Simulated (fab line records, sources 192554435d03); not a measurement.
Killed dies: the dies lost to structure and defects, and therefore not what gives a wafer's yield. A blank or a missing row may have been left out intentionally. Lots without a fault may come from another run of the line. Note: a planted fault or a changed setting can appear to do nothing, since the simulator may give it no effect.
Which tool did it? :: flow n5-finfet :: 72 wafers from 24 lots sampled at 5 of the route's 1938 steps

== WHAT THE GAUGES READ, wafer by wafer ==
N5_BEOL_M5_CD_MEAS_11: target cd 27.74 nm. Usual: cd-nm reads 27.98 nm (standard deviation 0.26).
lot: L075
measured: day 7 22:23
on: cd-sem-03
cd-nm (nm): 27.81 28.12 27.85
flag: 

lot: L074
measured: day 8 01:11
on: cd-sem-03
cd-nm (nm): 28.16 28.19 28.27
flag: 

lot: L076
measured: day 8 13:47
on: cd-sem-02
cd-nm (nm): 28.41 27.91 27.79
flag: 

lot: L077
measured: day 8 16:23
on: cd-sem-03
cd-nm (nm): 27.49 27.91 27.86
flag: 

lot: L079
measured: day 9 04:21
on: cd-sem-03
cd-nm (nm): 27.87 27.57 27.77
flag: 

lot: L078
measured: day 9 08:35
on: cd-sem-03
cd-nm (nm): 27.69 27.72 28.04
flag: 

lot: L080
measured: day 9 09:52
on: cd-sem-03
cd-nm (nm): 27.86 27.87 27.77
flag: 

lot: L081
measured: day 9 16:11
on: cd-sem-03
cd-nm (nm): 27.65 28.06 27.64
flag: 

lot: L082
measured: day 10 00:04
on: cd-sem-03
cd-nm (nm): 28.17 27.90 27.84
flag: 

lot: L083
measured: day 10 02:19
on: cd-sem-03
cd-nm (nm): 28.17 27.86 28.25
flag: 

lot: L084
measured: day 10 15:31
on: cd-sem-03
cd-nm (nm): 27.71 28.19 27.87
flag: 

lot: L087
measured: day 11 06:09
on: cd-sem-03
cd-nm (nm): 27.96 28.18 28.25
flag: 

lot: L085
measured: day 11 12:02
on: cd-sem-03
cd-nm (nm): 28.17 27.61 28.30
flag: 

lot: L086
measured: day 11 12:13
on: cd-sem-02
cd-nm (nm): 27.68 28.22 27.90
flag: 

lot: L088
measured: day 12 08:16
on: cd-sem-03
cd-nm (nm): 28.61 28.30 28.22
flag: 

lot: L089
measured: day 12 08:55
on: cd-sem-01
cd-nm (nm): 28.40 28.01 27.95
flag: 

lot: L091
measured: day 12 09:04
on: cd-sem-03
cd-nm (nm): 28.05 28.31 28.14
flag: 

lot: L090
measured: day 12 11:11
on: cd-sem-01
cd-nm (nm): 27.51 28.28 28.01
flag: 

lot: L092
measured: day 12 11:15
on: cd-sem-02
cd-nm (nm): 28.36 28.10 27.57
flag: 

lot: L093
measured: day 12 11:57
on: cd-sem-01
cd-nm (nm): 27.86 27.71 27.80
flag: 

lot: L094
measured: day 12 16:25
on: cd-sem-01
cd-nm (nm): 27.98 27.52 28.14
flag: 

lot: L095
measured: day 13 11:28
on: cd-sem-03
cd-nm (nm): 28.15 28.01 28.06
flag: 

lot: L096
measured: day 13 15:20
on: cd-sem-01
cd-nm (nm): 27.74 27.66 28.23
flag: 

lot: L097
measured: day 14 01:26
on: cd-sem-03
cd-nm (nm): 28.19 28.15 28.26
flag: 

== WHAT TOOL EACH LOT RAN ON (gives the tool, then ch and the chambers of the sampled wafers, and finally the start) ==
lot: L075
N5_BEOL_M4_STRIP_36: rie-diel-05 ch 1,3, day 7 13:44
N5_BEOL_M4_ALD_84: ald-metal-01 ch 0,1,2, day 7 14:41
N5_BEOL_M4_ANNEAL_89: pvd-sputter-03, day 7 17:47
N5_BEOL_M4_SPUTTER_96: pvd-sputter-03, day 7 18:35

lot: L074
N5_BEOL_M4_STRIP_36: rie-diel-04 ch 0,2,3, day 7 18:08
N5_BEOL_M4_ALD_84: ald-metal-03 ch 0,1,3, day 7 19:10
N5_BEOL_M4_ANNEAL_89: pvd-sputter-02, day 7 20:43
N5_BEOL_M4_SPUTTER_96: pvd-sputter-02, day 7 21:31

lot: L076
N5_BEOL_M4_STRIP_36: rie-diel-03 ch 1,3, day 8 05:44
N5_BEOL_M4_ALD_84: ald-metal-03 ch 1,2,3, day 8 06:32
N5_BEOL_M4_ANNEAL_89: pvd-sputter-03, day 8 08:33
N5_BEOL_M4_SPUTTER_96: pvd-sputter-03, day 8 09:21

lot: L077
N5_BEOL_M4_STRIP_36: rie-diel-05 ch 1,2, day 8 10:12
N5_BEOL_M4_ALD_84: ald-metal-01 ch 1,2, day 8 10:49
N5_BEOL_M4_ANNEAL_89: pvd-sputter-03, day 8 12:17
N5_BEOL_M4_SPUTTER_96: pvd-sputter-03, day 8 13:05

lot: L079
N5_BEOL_M4_STRIP_36: rie-diel-04 ch 0,2, day 8 18:55
N5_BEOL_M4_ALD_84: ald-metal-03 ch 0,1,3, day 8 20:47
N5_BEOL_M4_ANNEAL_89: pvd-sputter-01, day 8 22:40
N5_BEOL_M4_SPUTTER_96: pvd-sputter-01, day 8 23:28

lot: L078
N5_BEOL_M4_STRIP_36: rie-diel-03 ch 1,2,3, day 8 23:28
N5_BEOL_M4_ALD_84: ald-metal-01 ch 1,2, day 9 00:45
N5_BEOL_M4_ANNEAL_89: pvd-sputter-02, day 9 02:55
N5_BEOL_M4_SPUTTER_96: pvd-sputter-02, day 9 03:43

lot: L080
N5_BEOL_M4_STRIP_36: rie-diel-04 ch 0,1,3, day 9 03:16
N5_BEOL_M4_ALD_84: ald-metal-01 ch 1,3, day 9 04:15
N5_BEOL_M4_ANNEAL_89: pvd-sputter-01, day 9 05:47
N5_BEOL_M4_SPUTTER_96: pvd-sputter-01, day 9 06:35

lot: L081
N5_BEOL_M4_STRIP_36: rie-diel-04 ch 2,3, day 9 08:53
N5_BEOL_M4_ALD_84: ald-metal-03 ch 0,2,3, day 9 09:30
N5_BEOL_M4_ANNEAL_89: pvd-sputter-02, day 9 10:54
N5_BEOL_M4_SPUTTER_96: pvd-sputter-02, day 9 11:42

lot: L082
N5_BEOL_M4_STRIP_36: rie-diel-03 ch 1,2,3, day 9 15:29
N5_BEOL_M4_ALD_84: ald-metal-01 ch 0,1,2, day 9 16:49
N5_BEOL_M4_ANNEAL_89: pvd-sputter-03, day 9 18:23
N5_BEOL_M4_SPUTTER_96: pvd-sputter-03, day 9 19:11

lot: L083
N5_BEOL_M4_STRIP_36: rie-diel-04 ch 1,3, day 9 15:36
N5_BEOL_M4_ALD_84: ald-metal-04 ch 0,2,3, day 9 16:50
N5_BEOL_M4_ANNEAL_89: pvd-sputter-02, day 9 18:37
N5_BEOL_M4_SPUTTER_96: pvd-sputter-02, day 9 23:10

lot: L084
N5_BEOL_M4_STRIP_36: rie-diel-05 ch 0,1,3, day 10 09:01
N5_BEOL_M4_ALD_84: ald-metal-03 ch 0,1,2, day 10 09:56
N5_BEOL_M4_ANNEAL_89: pvd-sputter-01, day 10 11:20
N5_BEOL_M4_SPUTTER_96: pvd-sputter-01, day 10 12:08

lot: L087
N5_BEOL_M4_STRIP_36: rie-diel-05 ch 0,1,3, day 10 22:29
N5_BEOL_M4_ALD_84: ald-metal-04 ch 2,3, day 10 23:29
N5_BEOL_M4_ANNEAL_89: pvd-sputter-01, day 11 01:00
N5_BEOL_M4_SPUTTER_96: pvd-sputter-01, day 11 01:48

lot: L085
N5_BEOL_M4_STRIP_36: rie-diel-03 ch 0,1,3, day 11 05:11
N5_BEOL_M4_ALD_84: ald-metal-03 ch 0,1,2, day 11 06:05
N5_BEOL_M4_ANNEAL_89: pvd-sputter-02, day 11 07:34
N5_BEOL_M4_SPUTTER_96: pvd-sputter-02, day 11 08:22

lot: L086
N5_BEOL_M4_STRIP_36: rie-diel-04 ch 0,1,2, day 11 05:27
N5_BEOL_M4_ALD_84: ald-metal-04 ch 1,2, day 11 06:08
N5_BEOL_M4_ANNEAL_89: pvd-sputter-01, day 11 07:35
N5_BEOL_M4_SPUTTER_96: pvd-sputter-01, day 11 08:23

lot: L088
N5_BEOL_M4_STRIP_36: rie-diel-05 ch 0,1,2, day 11 23:41
N5_BEOL_M4_ALD_84: ald-metal-03 ch 0,1,2, day 12 00:32
N5_BEOL_M4_ANNEAL_89: pvd-sputter-02, day 12 01:58
N5_BEOL_M4_SPUTTER_96: pvd-sputter-02, day 12 02:46

lot: L089
N5_BEOL_M4_STRIP_36: rie-diel-03 ch 0,3, day 11 23:54
N5_BEOL_M4_ALD_84: ald-metal-04 ch 0,1, day 12 00:33
N5_BEOL_M4_ANNEAL_89: pvd-sputter-03, day 12 02:01
N5_BEOL_M4_SPUTTER_96: pvd-sputter-03, day 12 02:49

lot: L091
N5_BEOL_M4_STRIP_36: rie-diel-03 ch 0,2,3, day 12 00:23
N5_BEOL_M4_ALD_84: ald-metal-03 ch 0,1,2, day 12 00:53
N5_BEOL_M4_ANNEAL_89: pvd-sputter-02, day 12 03:53
N5_BEOL_M4_SPUTTER_96: pvd-sputter-02, day 12 04:41

lot: L090
N5_BEOL_M4_STRIP_36: rie-diel-03 ch 0,1,3, day 12 02:47
N5_BEOL_M4_ALD_84: ald-metal-01 ch 1,2,3, day 12 04:18
N5_BEOL_M4_ANNEAL_89: pvd-sputter-02, day 12 05:50
N5_BEOL_M4_SPUTTER_96: pvd-sputter-02, day 12 06:38

lot: L092
N5_BEOL_M4_STRIP_36: rie-diel-03 ch 1,2,3, day 12 04:23
N5_BEOL_M4_ALD_84: ald-metal-03 ch 0,1,3, day 12 05:20
N5_BEOL_M4_ANNEAL_89: pvd-sputter-01, day 12 06:49
N5_BEOL_M4_SPUTTER_96: pvd-sputter-01, day 12 07:37

lot: L093
N5_BEOL_M4_STRIP_36: rie-diel-03 ch 0,1,2, day 12 05:13
N5_BEOL_M4_ALD_84: ald-metal-04 ch 1,2,3, day 12 05:44
N5_BEOL_M4_ANNEAL_89: pvd-sputter-03, day 12 07:26
N5_BEOL_M4_SPUTTER_96: pvd-sputter-03, day 12 08:14

lot: L094
N5_BEOL_M4_STRIP_36: rie-diel-03 ch 0,1,3, day 12 08:02
N5_BEOL_M4_ALD_84: ald-metal-03 ch 1,2, day 12 08:46
N5_BEOL_M4_ANNEAL_89: pvd-sputter-03, day 12 10:21
N5_BEOL_M4_SPUTTER_96: pvd-sputter-03, day 12 11:09

lot: L095
N5_BEOL_M4_STRIP_36: rie-diel-03 ch 0,2,3, day 13 03:20
N5_BEOL_M4_ALD_84: ald-metal-03 ch 2,3, day 13 04:10
N5_BEOL_M4_ANNEAL_89: pvd-sputter-01, day 13 05:50
N5_BEOL_M4_SPUTTER_96: pvd-sputter-01, day 13 06:38

lot: L096
N5_BEOL_M4_STRIP_36: rie-diel-04 ch 0,3, day 13 08:26
N5_BEOL_M4_ALD_84: ald-metal-03 ch 0,1, day 13 09:04
N5_BEOL_M4_ANNEAL_89: pvd-sputter-03, day 13 10:51
N5_BEOL_M4_SPUTTER_96: pvd-sputter-03, day 13 11:39

lot: L097
N5_BEOL_M4_STRIP_36: rie-diel-04 ch 0,1,3, day 13 19:05
N5_BEOL_M4_ALD_84: ald-metal-04 ch 1,3, day 13 19:49
N5_BEOL_M4_ANNEAL_89: pvd-sputter-01, day 13 21:24
N5_BEOL_M4_SPUTTER_96: pvd-sputter-01, day 13 22:12
- N5_BEOL_M4_STRIP_36: strips in N2/H2.
- N5_BEOL_M4_ALD_84: deposits TaN, pulse time 2 s, purge time 3 s, co reactant purge time 2 s.
- N5_BEOL_M4_ANNEAL_89: time 240 s.
- N5_BEOL_M4_SPUTTER_96: material Cu, target thk 4.5 nm, time 8.29 s.

== WHAT THE TOOLS THEMSELVES READ (means of the sampled wafers that have a number; where no wafer has one, the mark that the record gives instead) ==
N5_BEOL_M4_STRIP_36. Usual: drypump-motor-current-A 5.6 A, standard deviation 0.44; n2-flow-sccm 199.9 sccm, standard deviation 0.65; oes-product-au 0.83 a.u., standard deviation 0.088; rf-vpp-V 59.2 V, standard deviation 1.2; showerhead-plenum-p-Torr 2.54 Torr, standard deviation 0.054; throttle-valve-pct 23.8 %, standard deviation 0.37.
lot: L075
tool: rie-diel-05
drypump-motor-current-A (A): 5.7
n2-flow-sccm (sccm): 199.9
oes-product-au (a.u.): 0.79
rf-vpp-V (V): 59.1
showerhead-plenum-p-Torr (Torr): 2.55
throttle-valve-pct (%): 23.9
flag: 

lot: L074
tool: rie-diel-04
drypump-motor-current-A (A): 5.5
n2-flow-sccm (sccm): 199.7
oes-product-au (a.u.): 0.81
rf-vpp-V (V): 59.6
showerhead-plenum-p-Torr (Torr): 2.55
throttle-valve-pct (%): 23.7
flag: 

lot: L076
tool: rie-diel-03
drypump-motor-current-A (A): 5.8
n2-flow-sccm (sccm): 200.1
oes-product-au (a.u.): 0.88
rf-vpp-V (V): 58.3
showerhead-plenum-p-Torr (Torr): 2.59
throttle-valve-pct (%): 24.0
flag: 

lot: L077
tool: rie-diel-05
drypump-motor-current-A (A): 5.3
n2-flow-sccm (sccm): 199.5
oes-product-au (a.u.): 0.81
rf-vpp-V (V): 59.4
showerhead-plenum-p-Torr (Torr): 2.59
throttle-valve-pct (%): 24.1
flag: 

lot: L079
tool: rie-diel-04
drypump-motor-current-A (A): 5.0
n2-flow-sccm (sccm): 199.7
oes-product-au (a.u.): 0.86
rf-vpp-V (V): 60.5
showerhead-plenum-p-Torr (Torr): 2.52
throttle-valve-pct (%): 23.4
flag: 

lot: L078
tool: rie-diel-03
drypump-motor-current-A (A): 5.7
n2-flow-sccm (sccm): 200.0
oes-product-au (a.u.): 0.80
rf-vpp-V (V): 58.9
showerhead-plenum-p-Torr (Torr): 2.59
throttle-valve-pct (%): 23.8
flag: 

lot: L080
tool: rie-diel-04
drypump-motor-current-A (A): 5.4
n2-flow-sccm (sccm): 200.1
oes-product-au (a.u.): 0.79
rf-vpp-V (V): 59.0
showerhead-plenum-p-Torr (Torr): 2.55
throttle-valve-pct (%): 23.8
flag: 

lot: L081
tool: rie-diel-04
drypump-motor-current-A (A): 6.0
n2-flow-sccm (sccm): 199.4
oes-product-au (a.u.): 0.76
rf-vpp-V (V): 58.5
showerhead-plenum-p-Torr (Torr): 2.58
throttle-valve-pct (%): 24.1
flag: 

lot: L082
tool: rie-diel-03
drypump-motor-current-A (A): 5.7
n2-flow-sccm (sccm): 200.3
oes-product-au (a.u.): 0.79
rf-vpp-V (V): 59.4
showerhead-plenum-p-Torr (Torr): 2.59
throttle-valve-pct (%): 23.8
flag: 

lot: L083
tool: rie-diel-04
drypump-motor-current-A (A): 5.6
n2-flow-sccm (sccm): 199.7
oes-product-au (a.u.): 0.79
rf-vpp-V (V): 59.6
showerhead-plenum-p-Torr (Torr): 2.54
throttle-valve-pct (%): 24.1
flag: 

lot: L084
tool: rie-diel-05
drypump-motor-current-A (A): 5.7
n2-flow-sccm (sccm): 199.9
oes-product-au (a.u.): 0.76
rf-vpp-V (V): 58.6
showerhead-plenum-p-Torr (Torr): 2.51
throttle-valve-pct (%): 23.9
flag: 

lot: L087
tool: rie-diel-05
drypump-motor-current-A (A): 5.7
n2-flow-sccm (sccm): 200.9
oes-product-au (a.u.): 0.76
rf-vpp-V (V): 59.6
showerhead-plenum-p-Torr (Torr): 2.51
throttle-valve-pct (%): 23.9
flag: 

lot: L085
tool: rie-diel-03
drypump-motor-current-A (A): 5.9
n2-flow-sccm (sccm): 198.7
oes-product-au (a.u.): 0.85
rf-vpp-V (V): 58.6
showerhead-plenum-p-Torr (Torr): 2.55
throttle-valve-pct (%): 23.7
flag: 

lot: L086
tool: rie-diel-04
drypump-motor-current-A (A): 5.2
n2-flow-sccm (sccm): 199.2
oes-product-au (a.u.): 0.83
rf-vpp-V (V): 59.6
showerhead-plenum-p-Torr (Torr): 2.50
throttle-valve-pct (%): 23.8
flag: 

lot: L088
tool: rie-diel-05
drypump-motor-current-A (A): 5.5
n2-flow-sccm (sccm): 199.7
oes-product-au (a.u.): 0.76
rf-vpp-V (V): 59.3
showerhead-plenum-p-Torr (Torr): 2.53
throttle-valve-pct (%): 24.0
flag: 

lot: L089
tool: rie-diel-03
drypump-motor-current-A (A): 5.6
n2-flow-sccm (sccm): 200.0
oes-product-au (a.u.): 0.87
rf-vpp-V (V): 59.1
showerhead-plenum-p-Torr (Torr): 2.56
throttle-valve-pct (%): 23.8
flag: 

lot: L091
tool: rie-diel-03
drypump-motor-current-A (A): 5.5
n2-flow-sccm (sccm): 200.1
oes-product-au (a.u.): 0.91
rf-vpp-V (V): 59.3
showerhead-plenum-p-Torr (Torr): 2.56
throttle-valve-pct (%): 23.6
flag: 

lot: L090
tool: rie-diel-03
drypump-motor-current-A (A): 5.9
n2-flow-sccm (sccm): 200.5
oes-product-au (a.u.): 0.86
rf-vpp-V (V): 59.3
showerhead-plenum-p-Torr (Torr): 2.54
throttle-valve-pct (%): 23.7
flag: 

lot: L092
tool: rie-diel-03
drypump-motor-current-A (A): 5.7
n2-flow-sccm (sccm): 199.5
oes-product-au (a.u.): 0.87
rf-vpp-V (V): 59.0
showerhead-plenum-p-Torr (Torr): 2.57
throttle-valve-pct (%): 23.7
flag: 

lot: L093
tool: rie-diel-03
drypump-motor-current-A (A): 5.8
n2-flow-sccm (sccm): 200.0
oes-product-au (a.u.): 0.89
rf-vpp-V (V): 59.7
showerhead-plenum-p-Torr (Torr): 2.54
throttle-valve-pct (%): 23.4
flag: 

lot: L094
tool: rie-diel-03
drypump-motor-current-A (A): 5.9
n2-flow-sccm (sccm): 199.7
oes-product-au (a.u.): 0.84
rf-vpp-V (V): 59.7
showerhead-plenum-p-Torr (Torr): 2.54
throttle-valve-pct (%): 23.8
flag: 

lot: L095
tool: rie-diel-03
drypump-motor-current-A (A): 5.6
n2-flow-sccm (sccm): 199.2
oes-product-au (a.u.): 0.89
rf-vpp-V (V): 59.3
showerhead-plenum-p-Torr (Torr): 2.55
throttle-valve-pct (%): 23.6
flag: 

lot: L096
tool: rie-diel-04
drypump-motor-current-A (A): 5.8
n2-flow-sccm (sccm): 200.0
oes-product-au (a.u.): 0.87
rf-vpp-V (V): 59.4
showerhead-plenum-p-Torr (Torr): 2.58
throttle-valve-pct (%): 23.6
flag: 

lot: L097
tool: rie-diel-04
drypump-motor-current-A (A): 5.5
n2-flow-sccm (sccm): 199.5
oes-product-au (a.u.): 0.84
rf-vpp-V (V): 58.5
showerhead-plenum-p-Torr (Torr): 2.54
throttle-valve-pct (%): 23.7
flag: 

N5_BEOL_M4_ALD_84. Usual: heater-power-w reads 415 W (standard deviation 21).
lot: L075
tool: ald-metal-01
heater-power-w (W): 402
flag: 

lot: L074
tool: ald-metal-03
heater-power-w (W): 426
flag: 

lot: L076
tool: ald-metal-03
heater-power-w (W): 433
flag: 

lot: L077
tool: ald-metal-01
heater-power-w (W): 413
flag: 

lot: L079
tool: ald-metal-03
heater-power-w (W): 425
flag: 

lot: L078
tool: ald-metal-01
heater-power-w (W): 409
flag: 

lot: L080
tool: ald-metal-01
heater-power-w (W): 402
flag: 

lot: L081
tool: ald-metal-03
heater-power-w (W): 430
flag: 

lot: L082
tool: ald-metal-01
heater-power-w (W): 407
flag: 

lot: L083
tool: ald-metal-04
heater-power-w (W): 403
flag: 

lot: L084
tool: ald-metal-03
heater-power-w (W): 418
flag: 

lot: L087
tool: ald-metal-04
heater-power-w (W): 390
flag: 

lot: L085
tool: ald-metal-03
heater-power-w (W): 417
flag: 

lot: L086
tool: ald-metal-04
heater-power-w (W): 392
flag: 

lot: L088
tool: ald-metal-03
heater-power-w (W): 417
flag: 

lot: L089
tool: ald-metal-04
heater-power-w (W): 411
flag: 

lot: L091
tool: ald-metal-03
heater-power-w (W): 416
flag: 

lot: L090
tool: ald-metal-01
heater-power-w (W): 412
flag: 

lot: L092
tool: ald-metal-03
heater-power-w (W): 429
flag: 

lot: L093
tool: ald-metal-04
heater-power-w (W): 401
flag: 

lot: L094
tool: ald-metal-03
heater-power-w (W): 419
flag: 

lot: L095
tool: ald-metal-03
heater-power-w (W): 432
flag: 

lot: L096
tool: ald-metal-03
heater-power-w (W): 412
flag: 

lot: L097
tool: ald-metal-04
heater-power-w (W): 421
flag: 

N5_BEOL_M4_ANNEAL_89. Usual: heater-power-w reads 822 W (standard deviation 59).
lot: L075
tool: pvd-sputter-03
heater-power-w (W): 838
flag: 

lot: L074
tool: pvd-sputter-02
heater-power-w (W): 835
flag: 

lot: L076
tool: pvd-sputter-03
heater-power-w (W): 837
flag: 

lot: L077
tool: pvd-sputter-03
heater-power-w (W): 862
flag: 

lot: L079
tool: pvd-sputter-01
heater-power-w (W): 850
flag: 

lot: L078
tool: pvd-sputter-02
heater-power-w (W): 869
flag: 

lot: L080
tool: pvd-sputter-01
heater-power-w (W): 862
flag: 

lot: L081
tool: pvd-sputter-02
heater-power-w (W): 820
flag: 

lot: L082
tool: pvd-sputter-03
heater-power-w (W): 829
flag: 

lot: L083
tool: pvd-sputter-02
heater-power-w (W): 772
flag: 

lot: L084
tool: pvd-sputter-01
heater-power-w (W): 834
flag: 

lot: L087
tool: pvd-sputter-01
heater-power-w (W): 840
flag: 

lot: L085
tool: pvd-sputter-02
heater-power-w (W): 819
flag: 

lot: L086
tool: pvd-sputter-01
heater-power-w (W): 800
flag: 

lot: L088
tool: pvd-sputter-02
heater-power-w (W): 763
flag: 

lot: L089
tool: pvd-sputter-03
heater-power-w (W): 848
flag: 

lot: L091
tool: pvd-sputter-02
heater-power-w (W): 779
flag: 

lot: L090
tool: pvd-sputter-02
heater-power-w (W): 770
flag: 

lot: L092
tool: pvd-sputter-01
heater-power-w (W): 820
flag: 

lot: L093
tool: pvd-sputter-03
heater-power-w (W): 838
flag: 

lot: L094
tool: pvd-sputter-03
heater-power-w (W): 872
flag: 

lot: L095
tool: pvd-sputter-01
heater-power-w (W): 801
flag: 

lot: L096
tool: pvd-sputter-03
heater-power-w (W): 839
flag: 

lot: L097
tool: pvd-sputter-01
heater-power-w (W): 840
flag: 

N5_BEOL_M4_SPUTTER_96. Usual: throttle-valve-pct reads 29.9 % (standard deviation 0.88).
lot: L075
tool: pvd-sputter-03
throttle-valve-pct (%): 29.9
flag: 

lot: L074
tool: pvd-sputter-02
throttle-valve-pct (%): 29.9
flag: 

lot: L076
tool: pvd-sputter-03
throttle-valve-pct (%): 30.0
flag: 

lot: L077
tool: pvd-sputter-03
throttle-valve-pct (%): 30.3
flag: 

lot: L079
tool: pvd-sputter-01
throttle-valve-pct (%): 29.6
flag: 

lot: L078
tool: pvd-sputter-02
throttle-valve-pct (%): 29.9
flag: 

lot: L080
tool: pvd-sputter-01
throttle-valve-pct (%): 30.0
flag: 

lot: L081
tool: pvd-sputter-02
throttle-valve-pct (%): 30.2
flag: 

lot: L082
tool: pvd-sputter-03
throttle-valve-pct (%): 30.3
flag: 

lot: L083
tool: pvd-sputter-02
throttle-valve-pct (%): 29.6
flag: 

lot: L084
tool: pvd-sputter-01
throttle-valve-pct (%): 29.0
flag: 

lot: L087
tool: pvd-sputter-01
throttle-valve-pct (%): 29.4
flag: 

lot: L085
tool: pvd-sputter-02
throttle-valve-pct (%): 30.1
flag: 

lot: L086
tool: pvd-sputter-01
throttle-valve-pct (%): 28.4
flag: 

lot: L088
tool: pvd-sputter-02
throttle-valve-pct (%): 29.9
flag: 

lot: L089
tool: pvd-sputter-03
throttle-valve-pct (%): 29.7
flag: 

lot: L091
tool: pvd-sputter-02
throttle-valve-pct (%): 29.3
flag: 

lot: L090
tool: pvd-sputter-02
throttle-valve-pct (%): 29.7
flag: 

lot: L092
tool: pvd-sputter-01
throttle-valve-pct (%): 30.1
flag: 

lot: L093
tool: pvd-sputter-03
throttle-valve-pct (%): 29.8
flag: 

lot: L094
tool: pvd-sputter-03
throttle-valve-pct (%): 30.0
flag: 

lot: L095
tool: pvd-sputter-01
throttle-valve-pct (%): 28.7
flag: 

lot: L096
tool: pvd-sputter-03
throttle-valve-pct (%): 30.3
flag: 

lot: L097
tool: pvd-sputter-01
throttle-valve-pct (%): 29.1
flag: 

== THE ANSWER, worked out from the rows above alone ==
Rule: lot off if the mean of its wafers having a number is beyond 3 standard deviations from the usual mean. A lot without any number at a reading at which 4 lots or more have one is off too. Where the step has rows for the other lots, those lots are counted as sound. First the gauges in route order, then the tools' own readings, where a lot's mean is used as printed above. At the first step where some lot is off, the reading lying furthest off is the one used; lots without a number count as furthest.
No lot is off on any of the readings shown, so nothing can be concluded from this.

== WHAT HAD BEEN PUT IN BY THE SIMULATOR ==
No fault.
